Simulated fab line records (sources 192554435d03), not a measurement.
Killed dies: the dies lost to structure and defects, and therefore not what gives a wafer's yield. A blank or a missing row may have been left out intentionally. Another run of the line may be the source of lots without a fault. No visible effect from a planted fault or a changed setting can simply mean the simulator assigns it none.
Matching of chambers :: flow n5 finfet :: N5_BEOL_M0_SAQP_ALD_48 on ald sin-02: 4 sister chambers
The step deposits SiO2, target thk 20 nm, pulse time 1 s, co reactant pulse time 1 s. 8 wafers are shown with their chamber, then 12 later ones without.

WAFERS PAIRED WITH THEIR CHAMBERS
wafer: L081.2
chamber: 3
heater power w (W): 77
precursor pulse height rel: 0.972

wafer: L081.4
chamber: 2
heater power w (W): 82
precursor pulse height rel: 1.030

wafer: L082.1
chamber: 0
heater power w (W): 83
precursor pulse height rel: 1.005

wafer: L082.4
chamber: 3
heater power w (W): 75
precursor pulse height rel: 0.991

wafer: L082.6
chamber: 1
heater power w (W): 70
precursor pulse height rel: 1.016

wafer: L085.1
chamber: 0
heater power w (W): 82
precursor pulse height rel: 0.987

wafer: L085.2
chamber: 1
heater power w (W): 68
precursor pulse height rel: 1.012

wafer: L085.3
chamber: 2
heater power w (W): 77
precursor pulse height rel: 0.999

WAFERS WITH NO CHAMBER GIVEN
wafer: L085.4
heater power w (W): 77
precursor pulse height rel: 1.002

wafer: L085.5
heater power w (W): 85
precursor pulse height rel: 0.989

wafer: L085.6
heater power w (W): 70
precursor pulse height rel: 1.028

wafer: L088.1
heater power w (W): 82
precursor pulse height rel: 1.017

wafer: L088.2
heater power w (W): 78
precursor pulse height rel: 1.010

wafer: L088.5
heater power w (W): 79
precursor pulse height rel: 0.990

wafer: L089.1
heater power w (W): 78
precursor pulse height rel: 0.988

wafer: L089.2
heater power w (W): 70
precursor pulse height rel: 0.976

wafer: L089.4
heater power w (W): 84
precursor pulse height rel: 1.026

wafer: L094.3
heater power w (W): 77
precursor pulse height rel: 1.012

wafer: L094.4
heater power w (W): 81
precursor pulse height rel: 1.007

wafer: L094.5
heater power w (W): 79
precursor pulse height rel: 1.002

CHAMBER TAKEN BY EACH
wafer: L085.4
from the rows above: can't be placed: 2 or 3 or 0
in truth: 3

wafer: L085.5
from the rows above: can't be placed: 0 or 2
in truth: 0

wafer: L085.6
from the rows above: 1
in truth: 1

wafer: L088.1
from the rows above: can't be placed: 2 or 0
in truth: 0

wafer: L088.2
from the rows above: can't be placed: 2 or 3 or 0
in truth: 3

wafer: L088.5
from the rows above: can't be placed: 3 or 2 or 0
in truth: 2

wafer: L089.1
from the rows above: can't be placed: 3 or 2 or 0
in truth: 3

wafer: L089.2
from the rows above: can't be placed: 1 or 3
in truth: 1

wafer: L089.4
from the rows above: can't be placed: 0 or 2
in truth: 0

wafer: L094.3
from the rows above: can't be placed: 2 or 3 or 0
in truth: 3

wafer: L094.4
from the rows above: can't be placed: 2 or 0
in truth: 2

wafer: L094.5
from the rows above: can't be placed: 2 or 0 or 3
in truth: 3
1 of 12 placed correctly. Can't be placed from these rows: 11 (the true chamber is among the candidates in 11). Wrongly placed: 0.
How it was worked out, from the rows above alone: a wafer's distance from a chamber is the root of the sum, over the readings, of the square of ((its reading less the chamber's mean) divided by the reading's scatter). If the next closest chamber is less than 2 further off than the closest, the wafer can't be placed; otherwise it belongs to the closest. Each chamber's mean is taken over the wafers shown for it. The scatter is the square root of a quotient: the sum, over the shown wafers, of each reading's squared deviation from its chamber's mean, divided by wafers minus chambers.
